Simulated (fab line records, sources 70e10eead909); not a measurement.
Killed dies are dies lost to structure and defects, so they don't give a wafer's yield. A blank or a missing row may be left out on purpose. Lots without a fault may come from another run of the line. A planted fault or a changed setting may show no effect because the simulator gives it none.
Chamber matching | flow nand_harc | NHARC_P_GATE_ETCH_104 on rie_diel-01: 4 sister chambers
The step etches the open film in CF4/CHF3, target depth 60 nm. 14 wafers are shown with their chamber, then 6 later ones without.

WAFERS WITH THEIR CHAMBER
wafer  | chamber | drypump_motor_current_A (A) | rf_fwd_power_W (W) | rf_vpp_V (V)
L748.1 | 0       | 6.00                        | 487                | 369.6
L748.3 | 1       | 5.41                        | 489                | 368.4
L748.6 | 1       | 5.40                        | 489                | 366.6
L749.1 | 1       | 5.40                        | 491                | 368.9
L749.2 | 2       | 5.76                        | 494                | 374.3
L749.5 | 0       | 6.01                        | 487                | 366.9
L750.1 | 3       | 5.87                        | 494                | 372.9
L750.3 | 0       | 6.04                        | 487                | 367.7
L750.5 | 1       | 5.38                        | 490                | 368.6
L752.2 | 1       | 5.38                        | 490                | 367.7
L752.3 | 0       | 6.02                        | 488                | 367.8
L752.5 | 2       | 5.74                        | 496                | 374.7
L756.2 | 1       | 5.39                        | 490                | 367.4
L756.5 | 3       | 5.81                        | 493                | 374.3

SIGNATURES (means of the wafers above)
reading                 | chamber 0 | chamber 1 | chamber 2 | chamber 3 | scatter within a chamber
drypump_motor_current_A | 6.0175    | 5.3933    | 5.7500    | 5.8400    | 0.019
rf_fwd_power_W          | 487.25    | 489.83    | 495.00    | 493.50    | 0.78
rf_vpp_V                | 368.000   | 367.933   | 374.500   | 373.600   | 0.931
Rule: a wafer's distance from a chamber is the root of the sum, over the readings, of the square of ((its reading less the chamber's mean) divided by the reading's scatter). The wafer belongs to the nearest chamber; if the next one is less than 2 further off, it can't be placed. The scatter: the root of (the sum of the squares of (reading less its chamber's mean) over the shown wafers, divided by (wafers less chambers)).

WAFERS WITHOUT THEIR CHAMBER
wafer  | drypump_motor_current_A (A) | rf_fwd_power_W (W) | rf_vpp_V (V)
L768.2 | 5.41                        | 492                | 369.0
L768.3 | 5.89                        | 496                | 373.3
L768.4 | 6.06                        | 487                | 369.3
L771.1 | 5.41                        | 491                | 367.5
L771.3 | 6.03                        | 489                | 366.9
L771.5 | 5.40                        | 491                | 367.7

WHICH CHAMBER EACH WENT THROUGH
wafer  | from the rows above | in truth
L768.2 | 1                   | 1
L768.3 | 3                   | 3
L768.4 | 0                   | 0
L771.1 | 1                   | 1
L771.3 | 0                   | 0
L771.5 | 1                   | 1
Placed correctly: 6 of 6. Can't be placed from these rows: 0. Placed wrongly: 0.
